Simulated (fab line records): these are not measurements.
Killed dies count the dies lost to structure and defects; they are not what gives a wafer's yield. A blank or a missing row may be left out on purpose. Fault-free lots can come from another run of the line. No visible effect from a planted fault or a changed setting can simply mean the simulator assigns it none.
Problem report in the 8D (eight disciplines) form, filled by code	flow nand_harc	the parts of the form that need people (team, actions taken, sign-off) are left out

== 1. WHAT WENT WRONG ==
Mean of run_length_s at NHARC_P_M2_ETCH_15: 105.3 s across 2 wafers in 2 lots; on wafers with no fault it is 112.4 s (standard deviation 0.37). That puts it -19 standard deviations away from the usual mean.
The step: etches the open film in C4F8/Ar, target depth 182.5 nm, time 91.2 s.
First seen on wafer L550.4, day 7 18:05, on rie_diel-08. Wafers with a number at this step in the record: 36, from 12 lots. Rule for "out" (also "out of limits"): further than 4 standard deviations from the usual mean. Any other wafer with a number is counted as sound.

== 2. WHAT IT IS, WHAT IT ISN'T ==
question	is	is not
which readings at this step	run_length_s	oes_product_au, rf_vpp_V
which lots	L550, L553	L548, L549, L551, L561, L563, L564, L565, L567, L568, L570
which wafers of those lots	L550.4, L553.4	L550.2, L550.3, L553.1, L553.2
read on which tools	rie_diel-08	rie_diel-09
when	from day 7 18:05	up to then (8 sound wafers); but 26 sound wafers of L551, L553, L561, L563, L564, L565, L567, L568, L570 came after

== 3. WHAT RULES OUT EACH SUSPECT ==
Counting: a tool at a process step up to the reading stays a suspect if it ran every lot that is out. Sound lots after the first of them don't rule it out here, since some wafers of a struck lot are sound.
- rtp_anneal-01 at NHARC_P_M1_ANNEAL_31 (time 90 s): kept. It ran every lot that is out, first L550 (day 7 15:34); its last sound lot up to then is L548 (day 6 21:34).
- rie_diel-08 at NHARC_P_M2_ETCH_15 (etches the open film in C4F8/Ar, target depth 182.5 nm, time 91.2 s): kept. It ran every lot that is out, first L550 (day 7 18:05); its last sound lot up to then is L549 (day 7 04:07). On those wafers its own readings are out: run_length_s.
- rie_diel-08, NHARC_P_M2_ETCH_15: wafers that are out in chamber 0, sound lot-mates in chambers 1, 2, 3.
Left after counting: rtp_anneal-01 at NHARC_P_M1_ANNEAL_31, rie_diel-08 at NHARC_P_M2_ETCH_15.

== 4. THE CAUSE (what the simulator had put in) ==
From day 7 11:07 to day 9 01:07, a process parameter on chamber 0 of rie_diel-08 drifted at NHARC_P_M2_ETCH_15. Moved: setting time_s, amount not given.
After counting, 2 suspects remain, this tool included.

== 5. THE EFFECT CHAIN, in route order ==
One row per reading whose mean, taken over the struck wafers that have a number, lies over 3 standard deviations from the usual. Only readings for which the record gives a usual standard deviation are gone through. hours: the time from each lot's start at the first step in this table that gives one to its start at this step, as a median over the lots. sigmas: the change in usual standard deviations.
hours	step	reading	usual	on struck wafers	change	sigmas
0	NHARC_P_M2_ETCH_15	run_length_s	112.4 s	105.3	-7.1	-19
It contains these process steps:
- NHARC_P_M2_ETCH_15: etches the open film in C4F8/Ar, target depth 182.5 nm, time 91.2 s.
At these later measuring or inspecting steps, every struck wafer for which the step has a row has a number for every such reading, and none has moved that far: NHARC_END_SORT_01.

== 6. WHAT WOULD HAVE CAUGHT IT SOONER ==
7 hours passed between the start of the fault at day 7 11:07 and the first reading out of limits in this record, taken at day 7 18:05.
